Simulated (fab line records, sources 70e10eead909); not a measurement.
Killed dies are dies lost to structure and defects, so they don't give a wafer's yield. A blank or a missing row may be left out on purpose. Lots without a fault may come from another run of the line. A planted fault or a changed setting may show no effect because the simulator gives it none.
Which tool did it? | flow nand_harc | 14 lots, 42 wafers sampled, at 5 steps of a route of 1302

WHAT THE GAUGES READ, wafer by wafer
NHARC_P_BONDPAD_INSPECT_23. Usual: raw_defect_count 389, standard deviation 180.
lot  | measured     | on                | raw_defect_count | flag
L603 | day 7 01:34  | defect_inspect-01 | 275 226 437      |
L604 | day 7 07:47  | defect_inspect-01 | 413 318 342      |
L605 | day 7 18:13  | defect_inspect-01 | 196 407 346      |
L606 | day 8 08:03  | defect_inspect-01 | 254 415 307      |
L609 | day 9 17:43  | defect_inspect-02 | 363 356 405      |
L612 | day 10 18:04 | defect_inspect-02 | 347 288 213      |
L613 | day 11 08:41 | defect_inspect-02 | 238 450 536      |
L614 | day 11 13:52 | defect_inspect-02 | 588 386 376      |
L616 | day 12 22:28 | defect_inspect-01 | 280 223 346      |
L619 | day 13 18:12 | defect_inspect-02 | 610 1074 977     |
L621 | day 14 09:56 | defect_inspect-02 | 261 396 339      |
L622 | day 15 06:21 | defect_inspect-01 | 329 318 506      |
L625 | day 16 07:31 | defect_inspect-02 | 265 459 225      |
L624 | day 16 09:13 | defect_inspect-02 | 298 403 303      |

NHARC_A_SOURCE_PLATE_THK_MEAS_09: measures by ellipsometry. Usual: thk_nm 9.7 nm, standard deviation 1.1.
lot  | measured     | on            | thk_nm (nm)    | flag
L603 | day 7 12:40  | film_metro-02 | 9.3 7.8 10.2   |
L604 | day 7 17:54  | film_metro-01 | 9.7 8.5 11.5   |
L605 | day 8 04:16  | film_metro-01 | 9.9 9.3 8.1    |
L606 | day 8 20:27  | film_metro-01 | 9.2 12.2 7.9   |
L609 | day 10 14:05 | film_metro-01 | 15.4 14.4 16.8 | OFF
L612 | day 11 03:59 | film_metro-01 | 10.1 9.1 9.6   |
L613 | day 12 00:12 | film_metro-02 | 14.3 16.6 16.0 | OFF
L614 | day 11 23:51 | film_metro-01 | 11.6 9.3 10.2  |
L616 | day 13 05:52 | film_metro-01 | 9.1 8.1 10.0   |
L619 | day 14 06:59 | film_metro-02 | 11.4 8.5 9.5   |
L621 | day 14 20:03 | film_metro-01 | 11.0 9.0 11.4  |
L622 | day 15 16:14 | film_metro-01 | 10.6 11.2 8.9  |
L625 | day 16 18:59 | film_metro-01 | 9.1 8.6 10.7   |
L624 | day 16 18:59 | film_metro-01 | 9.4 8.5 9.4    |

WHICH TOOL RAN EACH LOT (tool, then ch and the chambers of the sampled wafers, then the start)
lot  | NHARC_P_BONDPAD_CMP_19        | NHARC_A_ZERO_WELL_ETCH_13        | NHARC_A_SOURCE_PLATE_OXIDE_02
L603 | cmp-04 ch 0,1,2, day 7 01:03  | rie_si-06 ch 0,1,2, day 7 03:14  | furnace-01 ch 0, day 7 08:38
L604 | cmp-02 ch 0,1,2, day 7 07:15  | rie_si-06 ch 0,1,2, day 7 09:27  | furnace-01 ch 0, day 7 13:47
L605 | cmp-02 ch 0,1,3, day 7 17:44  | rie_si-01 ch 0,2,3, day 7 19:56  | furnace-01 ch 0, day 8 00:14
L606 | cmp-03 ch 1,2, day 8 07:32    | rie_si-06 ch 0,1,3, day 8 09:45  | furnace-06 ch 0, day 8 16:21
L609 | cmp-03 ch 0,1,2, day 9 17:13  | rie_si-06 ch 0,2,3, day 9 19:17  | furnace-03 ch 0, day 10 03:02
L612 | cmp-04 ch 0,2,3, day 10 17:33 | rie_si-01 ch 0,2, day 10 19:40   | furnace-03 ch 0, day 10 23:53
L613 | cmp-04 ch 2,3, day 11 08:10   | rie_si-01 ch 0,3, day 11 10:24   | furnace-03 ch 0, day 11 14:37
L614 | cmp-04 ch 1,2,3, day 11 13:20 | rie_si-01 ch 0,2,3, day 11 15:35 | furnace-03 ch 0, day 11 19:46
L616 | cmp-02 ch 0,1,3, day 12 21:57 | rie_si-06 ch 0,1,2, day 13 00:11 | furnace-06 ch 0, day 13 01:47
L619 | cmp-04 ch 0,2,3, day 13 17:41 | rie_si-06 ch 1,2,3, day 13 19:45 | furnace-01 ch 0, day 14 02:52
L621 | cmp-03 ch 0,3, day 14 09:26   | rie_si-06 ch 0,1,2, day 14 11:38 | furnace-06 ch 0, day 14 15:58
L622 | cmp-02 ch 1,3, day 15 05:48   | rie_si-05 ch 0,1,2, day 15 07:53 | furnace-06 ch 0, day 15 12:13
L625 | cmp-03 ch 0,2,3, day 16 07:01 | rie_si-05 ch 0,1,2, day 16 09:16 | furnace-06 ch 0, day 16 14:59
L624 | cmp-02 ch 0,3, day 16 08:40   | rie_si-06 ch 1,2, day 16 10:53   | furnace-06 ch 0, day 16 14:59
- NHARC_P_BONDPAD_CMP_19: polishes, t overpolish 30 s, cu recess touch 16 s, target thk 160.81 nm.
- NHARC_A_ZERO_WELL_ETCH_13: etches the open film in HBr/Cl2, target depth 120 nm, time 40.1 s.
- NHARC_A_SOURCE_PLATE_OXIDE_02: material SiO2, target thk 10 nm, ox time 1362 s.

WHAT THE TOOLS THEMSELVES READ (means of the sampled wafers that have a number; where no wafer has one, the mark that the record gives instead)
NHARC_P_BONDPAD_CMP_19. Usual: motor_current_A 11.7 A, standard deviation 1.3; overpolish_run_s 30.001 s, standard deviation 0.0094.
lot  | tool   | motor_current_A (A) | overpolish_run_s (s) | flag
L603 | cmp-04 | 11.0                | 30.001               |
L604 | cmp-02 | 11.4                | 29.999               |
L605 | cmp-02 | 11.2                | 30.008               |
L606 | cmp-03 | 12.8                | 30.002               |
L609 | cmp-03 | 13.0                | 29.997               |
L612 | cmp-04 | 12.1                | 30.001               |
L613 | cmp-04 | 13.1                | 29.996               |
L614 | cmp-04 | 12.1                | 30.000               |
L616 | cmp-02 | 11.2                | 29.998               |
L619 | cmp-04 | 12.2                | 29.997               |
L621 | cmp-03 | 12.0                | 30.009               |
L622 | cmp-02 | 10.1                | 29.999               |
L625 | cmp-03 | 12.2                | 30.009               |
L624 | cmp-02 | 12.1                | 30.009               |

NHARC_A_ZERO_WELL_ETCH_13. Usual: drypump_motor_current_A 5.7 A, standard deviation 0.38; oes_product_au 1.000 a.u., standard deviation 0.0089; throttle_valve_pct 26.405 %, standard deviation 0.0081.
lot  | tool      | drypump_motor_current_A (A) | oes_product_au (a.u.) | throttle_valve_pct (%) | flag
L603 | rie_si-06 | 5.5                         | 1.001                 | 26.404                 |
L604 | rie_si-06 | 5.5                         | 0.991                 | 26.407                 |
L605 | rie_si-01 | 5.5                         | 1.008                 | 26.404                 |
L606 | rie_si-06 | 5.8                         | 0.996                 | 26.410                 |
L609 | rie_si-06 | 5.8                         | 1.004                 | 26.403                 |
L612 | rie_si-01 | 5.4                         | 1.006                 | 26.397                 |
L613 | rie_si-01 | 5.7                         | 1.018                 | 26.403                 |
L614 | rie_si-01 | 5.5                         | 1.007                 | 26.405                 |
L616 | rie_si-06 | 5.5                         | 0.991                 | 26.405                 |
L619 | rie_si-06 | 5.7                         | 0.991                 | 26.404                 |
L621 | rie_si-06 | 5.5                         | 0.989                 | 26.410                 |
L622 | rie_si-05 | 5.8                         | 1.003                 | 26.404                 |
L625 | rie_si-05 | 5.8                         | 1.003                 | 26.404                 |
L624 | rie_si-06 | 5.3                         | 0.995                 | 26.416                 |

NHARC_A_SOURCE_PLATE_OXIDE_02. Usual: ox_temp_c 900.0 C, standard deviation 0.42; spike_tc_centre_C 901.1 C, standard deviation 1.2; zone_power_bottom_pct 27.9 %, standard deviation 1.5.
lot  | tool       | ox_temp_c (C) | spike_tc_centre_C (C) | zone_power_bottom_pct (%) | flag
L603 | furnace-01 | 900.0         | 900.8                 | 29.4                      |
L604 | furnace-01 | 900.4         | 900.5                 | 29.1                      |
L605 | furnace-01 | 899.6         | 900.1                 | 29.4                      |
L606 | furnace-06 | 899.9         | 900.8                 | 28.1                      |
L609 | furnace-03 | 899.6         | 902.4                 | 25.6                      |
L612 | furnace-03 | 900.2         | 900.9                 | 25.5                      |
L613 | furnace-03 | 900.0         | 902.4                 | 25.6                      |
L614 | furnace-03 | 900.3         | 902.2                 | 25.8                      |
L616 | furnace-06 | 899.7         | 901.9                 | 28.0                      |
L619 | furnace-01 | 900.4         | 901.2                 | 29.3                      |
L621 | furnace-06 | 900.1         | 900.6                 | 28.1                      |
L622 | furnace-06 | 899.6         | 900.8                 | 28.2                      |
L625 | furnace-06 | 899.8         | 900.5                 | 27.9                      |
L624 | furnace-06 | 900.0         | 900.9                 | 27.8                      |

THE ANSWER, worked out from the rows above alone
Rule: a lot is off if the mean of its wafers that have a number lies more than 3 standard deviations from the usual mean. A lot without any number at a reading at which 4 lots or more have one is off too. The other lots that the step has rows for count as sound. The gauges are gone through in route order, then the tools' own readings, and for those a lot's mean is taken as printed above. The first step at which some lot is off is used, and at that step the reading that is off furthest; a lot without a number counts as furthest.
Off: L609, L613, at NHARC_A_SOURCE_PLATE_THK_MEAS_09 (thk_nm).
A tool fits if, at a process step before that reading, it ran every lot that is off, and no sound lot after the first of them. The gauges at NHARC_A_SOURCE_PLATE_THK_MEAS_09 are tried like those tools. None of those tried fits.

WHAT THE SIMULATOR HAD PUT IN
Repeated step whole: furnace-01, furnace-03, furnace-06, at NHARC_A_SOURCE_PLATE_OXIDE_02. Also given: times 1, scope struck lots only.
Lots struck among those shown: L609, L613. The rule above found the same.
